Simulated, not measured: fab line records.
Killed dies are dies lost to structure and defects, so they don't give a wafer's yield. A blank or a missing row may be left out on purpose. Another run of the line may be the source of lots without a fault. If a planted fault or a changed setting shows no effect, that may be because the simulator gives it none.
Lot-split experiment    flow n5_finfet    route with 1938 steps; 7 lots, 39 wafers read

== SPLIT DETAILS ==
At N5_FIN_SAQP_PECVD_47 (deposits a-Si from SiH4/He, target thk 45 nm, time 36.3 s), the setting time_s was moved away from the recipe's 36.3 s on 12 of the 39 wafers read, by -41.5% to +57.4%. For the rest of the wafers, this setting stayed at what the recipe calls for.

== FROM THE SPLIT TO THE READING: what the file shows between them, 4 steps ==
- N5_FIN_SAQP_PECVD_48: deposits SiNx from SiH4/NH3/N2, target thk 25 nm, time 22.1 s
- N5_FIN_SAQP_PECVD_06: deposits a-Si from SiH4/He, target thk 60 nm, time 48.1 s
- N5_FIN_SAQP_ETCH_57: etches SiNx in CH3F/O2, target depth 32.5 nm, time 46.4 s
- N5_FIN_SAQP_ETCH_65: etches SiO2 in CF4, target depth 4 nm, time 4.4 s

== THE READING ==
oes_product_au, in a.u., at N5_FIN_SAQP_MANDREL_ETCH_58 (etches a-Si in HBr/Cl2, stops on SiNx, target depth 45 nm, bt time 10 s, time 27 s). Typical for fault-free wafers on this fab line: 0.702 a.u., with standard deviation 0.014 a.u.

wafer   tool, chamber at the split  time_s as run, s  against the recipe  oes_product_au, a.u.  against lot-mates on the recipe
L074.1  pecvd-01, 0                 36.3              recipe              0.703                 -
L074.2  pecvd-01, 1                 53.6              +47.7%              0.903                 +0.198
L074.3  pecvd-01, 2                 53.6              +47.7%              0.873                 +0.168
L074.4  pecvd-01, 1                 53.6              +47.7%              0.900                 +0.195
L074.5  pecvd-01, 0                 36.3              recipe              0.690                 -
L074.6  pecvd-01, 2                 36.3              recipe              0.721                 -
L076.1  pecvd-03, 1                 28.62             -21.2%              0.635                 -0.060
L076.2  pecvd-03, 0                 28.62             -21.2%              0.629                 -0.066
L076.3  pecvd-03, 0                 36.3              recipe              0.722                 -
L076.4  pecvd-03, 1                 36.3              recipe              0.682                 -
L076.5  pecvd-03, 1                 28.62             -21.2%              0.650                 -0.045
L076.6  pecvd-03, 0                 36.3              recipe              0.680                 -
L082.1  pecvd-01, 0                 36.3              recipe              0.711                 -
L082.2  pecvd-01, 1                 36.3              recipe              0.706                 -
L082.3  pecvd-01, 2                 36.3              recipe              0.713                 -
L082.4  pecvd-01, 0                 36.3              recipe              0.681                 -
L082.5  pecvd-01, 2                 36.3              recipe              0.717                 -
L082.6  pecvd-01, 1                 36.3              recipe              0.715                 -
L087.1  pecvd-01, 1                 36.3              recipe              0.712                 -
L087.2  pecvd-01, 0                 21.24             -41.5%              0.556                 -0.162
L087.3  pecvd-01, 2                 21.24             -41.5%              0.530                 -0.188
L087.4  pecvd-01, 2                 36.3              recipe              0.723                 -
L087.5  pecvd-01, 1                 21.24             -41.5%              0.562                 -0.156
L087.6  pecvd-01, 0                 36.3              recipe              0.719                 -
L091.1  pecvd-03, 1                 57.15             +57.4%              0.899                 +0.214
L091.2  pecvd-03, 0                 36.3              recipe              0.678                 -
L091.3  pecvd-03, 2                 36.3              recipe              0.695                 -
L091.4  pecvd-03, 0                 57.15             +57.4%              0.925                 +0.240
L091.5  pecvd-03, 2                 36.3              recipe              0.681                 -
L091.6  pecvd-03, 1                 57.15             +57.4%              0.917                 +0.232
L096.1  pecvd-01, 0                 36.3              recipe              0.678                 -
L096.2  pecvd-01, 2                 36.3              recipe              0.681                 -
L096.3  pecvd-01, 1                 36.3              recipe              0.705                 -
L096.4  pecvd-01, 1                 36.3              recipe              0.703                 -
L096.5  pecvd-01, 0                 36.3              recipe              0.710                 -
L096.6  pecvd-01, 2                 36.3              recipe              0.692                 -
L097.2  pecvd-01, 0                 36.3              recipe              0.697                 -
L097.4  pecvd-01, 2                 36.3              recipe              0.693                 -
L097.5  pecvd-01, 1                 36.3              recipe              0.676                 -

FIT RESULTS
A straight line over all 39 wafers: oes_product_au changes by +0.00373 a.u. for each +1% of time_s; r = +0.99; the points scatter about the line by 0.016 a.u.
The same after taking each lot's own level away (the mean of its wafers on the recipe; 39 wafers): +0.0039 a.u. for each +1%; r = +0.99; scatter 0.014 a.u.
On that fit, the largest move of time_s shifts the reading by 0.22 a.u.
The lots' own levels span 0.6847 to 0.7180 a.u., that is 2.4 times the standard deviation above.
Consequently the slope shifts little with the lot-to-lot level, the two slopes agreeing.
Check: for one of the wafers moved furthest among these (+57.4%), held out of the fit, the line's prediction against its lot-mates is +0.228 a.u. It came out at +0.214 a.u. against them.

== THESE WAFERS: OTHER SPLITS ==
Note: prior to the reading, these wafers also went through further splits. Each is held against what the fit with the lots' levels taken away leaves over:
other split on the same wafers           wafers away from the commonest value  r with oes_product_au (lot level and that fit taken away)
N5_ZERO_LAYER_DEVELOP_10 develop_time_s  18                                    +0.22

== THE WHOLE CHAIN: every reading that the file lists as answering this split, in the file's order ==
step                         what it does                                                                        reading                                                                            change (the file's fit)                    r (the file's)
N5_FIN_SAQP_PECVD_47         deposits a-Si from SiH4/He, target thk 45 nm, time 36.3 s                           a-Si_of_FIN_SAQP_PECVD_47.thk_nm (the simulator's own value, which no gauge read)  +0.463 nm for each +1% of the setting      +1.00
N5_FIN_SAQP_MANDREL_ETCH_58  etches a-Si in HBr/Cl2, stops on SiNx, target depth 45 nm, bt time 10 s, time 27 s  oes_product_au                                                                     +0.00391 a.u. for each +1% of the setting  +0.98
N5_FIN_SAQP_MANDREL_ETCH_58  etches a-Si in HBr/Cl2, stops on SiNx, target depth 45 nm, bt time 10 s, time 27 s  etch.depth_nm (the simulator's own value, which no gauge read)                     +0.463 nm for each +1% of the setting      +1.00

== THE FILE'S OWN FIT ==
oes_product_au changes by +0.00391 a.u. for each +1% of time_s, r = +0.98.
